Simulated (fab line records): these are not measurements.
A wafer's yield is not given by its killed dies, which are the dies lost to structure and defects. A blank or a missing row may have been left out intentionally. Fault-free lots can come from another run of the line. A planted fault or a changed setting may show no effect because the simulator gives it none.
Chamber matching | flow n5Finfet | 4 sister chambers for N5_BEOL_M0_SAQP_MANDREL1_REMOVE_100 on rieSi-03
The step chemistry HBr/Cl2/O2, target a-Si, stops on SiNx, bt time 10 s. 4 wafers are shown with their chamber, then 7 later ones without.

## WAFERS WITH THEIR CHAMBER
wafer  | chamber | throttleValvePct (%)
L081.5 | 1       | 37.15
L084.2 | 2       | 36.80
L088.3 | 0       | 36.37
L088.4 | 3       | 37.35

## WAFERS WITHOUT THEIR CHAMBER
wafer  | throttleValvePct (%)
L088.5 | 36.36
L090.1 | 37.17
L090.4 | 37.36
L090.5 | 37.17
L093.1 | 36.36
L093.3 | 37.16
L093.4 | 36.81

## CHAMBER TAKEN BY EACH
wafer  | from the rows above | in truth
L088.5 | 0                   | 0
L090.1 | 1                   | 1
L090.4 | 3                   | 3
L090.5 | 1                   | 1
L093.1 | 0                   | 0
L093.3 | 1                   | 1
L093.4 | 2                   | 2
Placed correctly: 7 of 7. Not placeable from these rows: 0. 0 placed wrongly.
How it was worked out, from the rows above alone: a wafer's distance from a chamber is the root of the sum, over the readings, of the square of ((its reading less the chamber's mean) divided by the reading's scatter). If the next closest chamber is less than 2 further off than the closest, the wafer can't be placed; otherwise it belongs to the closest. For every chamber, the mean is computed from those of its wafers that are shown. The scatter: root of mean squared gap, hidden wafer to nearest shown wafer, with one shown wafer a chamber.
